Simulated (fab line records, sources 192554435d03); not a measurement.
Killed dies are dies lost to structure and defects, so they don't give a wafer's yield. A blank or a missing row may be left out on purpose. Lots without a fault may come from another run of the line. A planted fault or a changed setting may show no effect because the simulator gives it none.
Which tool did it? | flow n5_finfet | 11 lots, 31 wafers sampled, at 4 steps of a route of 1938

WHAT THE GAUGES READ, wafer by wafer
The record holds no reading of a measuring or inspecting step that can be judged against a usual standard deviation.

WHICH TOOL RAN EACH LOT (tool, then ch and the chambers of the sampled wafers, then the start)
lot  | N5_BEOL_M11_DESCUM_33              | N5_BEOL_M11_CURE_72           | N5_BEOL_M11_ALD_74                  | N5_BEOL_M11_CMP_52
L535 | rie_diel-05 ch 0,1,3, day 10 15:59 | uv_cure-02 ch 0, day 10 16:48 | ald_metal-01 ch 0,2,3, day 10 17:38 | cmp-03 ch 0,1,2, day 10 18:45
L538 | rie_diel-06 ch 1,2,3, day 10 18:18 | uv_cure-03 ch 0, day 10 18:59 | ald_metal-03 ch 1,2,3, day 10 19:40 | cmp-04 ch 0,1,2, day 10 20:49
L537 | rie_diel-05 ch 1,2,3, day 11 05:37 | uv_cure-03 ch 0, day 11 06:18 | ald_metal-02 ch 0,1,3, day 11 08:27 | cmp-01 ch 1,2,3, day 11 10:35
L540 | rie_diel-03 ch 0,1,3, day 11 14:57 | uv_cure-01 ch 2, day 11 15:38 | ald_metal-03 ch 1,2,3, day 11 18:04 | cmp-04 ch 1,2,3, day 11 19:13
L541 | rie_diel-05 ch 0,1,2, day 12 04:02 | uv_cure-03 ch 0, day 12 04:49 | ald_metal-01 ch 0,2,3, day 12 05:49 | cmp-01 ch 1,2, day 12 06:58
L543 | rie_diel-06 ch 2,3, day 13 01:47   | uv_cure-02 ch 1, day 13 02:32 | ald_metal-03 ch 1,3, day 13 02:56   | cmp-01 ch 0,2, day 13 04:42
L549 | rie_diel-06 ch 0,3, day 14 07:22   | uv_cure-02 ch 2, day 14 08:06 | ald_metal-02 ch 0,2, day 14 10:06   | cmp-04 ch 0,3, day 14 11:32
L551 | rie_diel-03 ch 1,3, day 15 01:37   | uv_cure-02 ch 2, day 15 02:22 | ald_metal-02 ch 0,3, day 15 02:49   | cmp-01 ch 2,3, day 15 04:18
L554 | rie_diel-06 ch 1,2, day 15 08:26   | uv_cure-03 ch 1, day 15 09:29 | ald_metal-02 ch 0,3, day 15 10:05   | cmp-04 ch 0,1, day 15 11:43
L553 | rie_diel-06 ch 0,2,3, day 15 09:03 | uv_cure-03 ch 0, day 15 09:47 | ald_metal-02 ch 0,1,2, day 15 10:56 | cmp-04 ch 1,3, day 15 12:25
L555 | rie_diel-05 ch 0,1,3, day 15 16:11 | uv_cure-03 ch 0, day 15 17:01 | ald_metal-01 ch 0,1,3, day 15 19:02 | cmp-03 ch 0,3, day 15 20:08
- N5_BEOL_M11_DESCUM_33: chemistry O2, time 7.9 s.
- N5_BEOL_M11_CURE_72: cures SiCOH lowk, time 120 s.
- N5_BEOL_M11_ALD_74: deposits TaN, target thk 2 nm, pulse time 2 s, purge time 3 s.
- N5_BEOL_M11_CMP_52: polishes, stops on SiCOH lowk, t overpolish 7 s, target thk 140 nm.

WHAT THE TOOLS THEMSELVES READ (means of the sampled wafers that have a number; where no wafer has one, the mark that the record gives instead)
N5_BEOL_M11_DESCUM_33. Usual: drypump_motor_current_A 5.8 A, standard deviation 0.49; oes_product_au 0.80 a.u., standard deviation 0.08; rf_vpp_V 243.5 V, standard deviation 1.4; showerhead_plenum_p_Torr 2.11 Torr, standard deviation 0.08; temp_c 40.00 C, standard deviation 0.11; throttle_valve_pct 20.51 %, standard deviation 0.21.
lot  | tool        | drypump_motor_current_A (A) | oes_product_au (a.u.) | rf_vpp_V (V) | showerhead_plenum_p_Torr (Torr) | temp_c (C) | throttle_valve_pct (%) | flag
L535 | rie_diel-05 | 5.8                         | 0.84                  | 243.7        | 2.14                            | 40.06      | 20.29                  |
L538 | rie_diel-06 | 5.9                         | 0.84                  | 244.1        | 2.13                            | 40.09      | 20.49                  |
L537 | rie_diel-05 | 5.2                         | 0.85                  | 242.5        | 2.08                            | 39.97      | 20.41                  |
L540 | rie_diel-03 | 5.9                         | 0.74                  | 243.6        | 2.09                            | 39.99      | 20.56                  |
L541 | rie_diel-05 | 5.8                         | 0.80                  | 242.7        | 2.07                            | 39.99      | 20.42                  |
L543 | rie_diel-06 | 5.6                         | 0.88                  | 244.6        | 2.15                            | 39.91      | 20.28                  |
L549 | rie_diel-06 | 5.8                         | 0.84                  | 242.3        | 2.06                            | 40.03      | 20.52                  |
L551 | rie_diel-03 | 5.8                         | 0.70                  | 242.4        | 2.06                            | 40.00      | 20.52                  |
L554 | rie_diel-06 | 5.7                         | 0.82                  | 244.6        | 2.19                            | 40.03      | 20.48                  |
L553 | rie_diel-06 | 5.7                         | 0.84                  | 243.3        | 2.11                            | 39.89      | 20.42                  |
L555 | rie_diel-05 | 5.8                         | 0.80                  | 243.8        | 2.12                            | 40.01      | 20.33                  |

N5_BEOL_M11_CURE_72. Usual: lamp_power_pct 52.32 %, standard deviation 0.058; run_length_s 178.2 s, standard deviation 1.2; wafer_temp_C_max 371.5, standard deviation 0.48.
lot  | tool       | lamp_power_pct (%) | run_length_s (s) | wafer_temp_C_max | flag
L535 | uv_cure-02 | 52.34              | 179.1            | 371.4            |
L538 | uv_cure-03 | 52.27              | 177.4            | 371.4            |
L537 | uv_cure-03 | 52.29              | 177.3            | 370.9            |
L540 | uv_cure-01 | 52.31              | 178.2            | 371.9            |
L541 | uv_cure-03 | 52.35              | 177.3            | 371.3            |
L543 | uv_cure-02 | 52.27              | 178.0            | 370.9            |
L549 | uv_cure-02 | 52.31              | 201.4            | 372.2            | OFF
L551 | uv_cure-02 | 52.32              | 201.4            | 371.6            | OFF
L554 | uv_cure-03 | 52.36              | 177.9            | 371.1            |
L553 | uv_cure-03 | 52.32              | 177.4            | 371.1            |
L555 | uv_cure-03 | 52.31              | 177.5            | 371.1            |

N5_BEOL_M11_ALD_74. Usual: heater_power_w 459 W, standard deviation 45; susceptor_temp_C 275.00 C, standard deviation 0.2.
lot  | tool         | heater_power_w (W) | susceptor_temp_C (C) | flag
L535 | ald_metal-01 | 440                | 275.16               |
L538 | ald_metal-03 | 482                | 275.14               |
L537 | ald_metal-02 | 471                | 274.99               |
L540 | ald_metal-03 | 483                | 275.05               |
L541 | ald_metal-01 | 444                | 275.13               |
L543 | ald_metal-03 | 482                | 274.62               |
L549 | ald_metal-02 | 434                | 275.11               |
L551 | ald_metal-02 | 439                | 275.10               |
L554 | ald_metal-02 | 417                | 275.09               |
L553 | ald_metal-02 | 469                | 274.96               |
L555 | ald_metal-01 | 444                | 274.91               |

N5_BEOL_M11_CMP_52. Usual: barrier_field_endpoint_s 29.1 s, standard deviation 0.69; motor_current_A 6.1 A, standard deviation 0.7; overpolish_run_s 6.999 s, standard deviation 0.0099; time_to_endpoint_s 67 s, standard deviation 3.2.
lot  | tool   | barrier_field_endpoint_s (s) | motor_current_A (A) | overpolish_run_s (s) | time_to_endpoint_s (s) | flag
L535 | cmp-03 | 30.0                         | 6.0                 | 6.981                | 69                     |
L538 | cmp-04 | 29.1                         | 6.5                 | 6.996                | 65                     |
L537 | cmp-01 | 28.7                         | 5.9                 | 7.003                | 68                     |
L540 | cmp-04 | 28.9                         | 6.1                 | 6.996                | 66                     |
L541 | cmp-01 | 28.7                         | 6.5                 | 7.000                | 64                     |
L543 | cmp-01 | 29.4                         | 6.9                 | 6.993                | 66                     |
L549 | cmp-04 | 28.8                         | 6.2                 | 6.995                | 67                     |
L551 | cmp-01 | 29.2                         | 6.3                 | 7.002                | 70                     |
L554 | cmp-04 | 29.6                         | 6.6                 | 7.001                | 69                     |
L553 | cmp-04 | 29.2                         | 5.5                 | 7.005                | 71                     |
L555 | cmp-03 | 29.0                         | 5.6                 | 7.003                | 64                     |

THE ANSWER, worked out from the rows above alone
Rule: a lot is off if the mean of its wafers that have a number lies more than 3 standard deviations from the usual mean. A lot without any number at a reading at which 4 lots or more have one is off too. The other lots that the step has rows for count as sound. The gauges are gone through in route order, then the tools' own readings, and for those a lot's mean is taken as printed above. The first step at which some lot is off is used, and at that step the reading that is off furthest; a lot without a number counts as furthest.
Off: L549, L551, at N5_BEOL_M11_CURE_72 (run_length_s).
A tool fits if, at that step or a process step before it, it ran every lot that is off, and no sound lot after the first of them. One fits: uv_cure-02 at N5_BEOL_M11_CURE_72. Its last sound lot is L543 (day 13 02:32), its first lot that is off L549 (day 14 08:06): a fault that began between those two fits.
The tool's own readings at N5_BEOL_M11_CURE_72 bear it out: on the lots that are off they differ by more than 5 times the standard deviation of the sound lots' means. run_length_s reads 201.4 s there against 177.8 s on the sound lots.

WHAT THE SIMULATOR HAD PUT IN
Process parameter drift: uv_cure-02, from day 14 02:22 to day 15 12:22, at N5_BEOL_M11_CURE_72. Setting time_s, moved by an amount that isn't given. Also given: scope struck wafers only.
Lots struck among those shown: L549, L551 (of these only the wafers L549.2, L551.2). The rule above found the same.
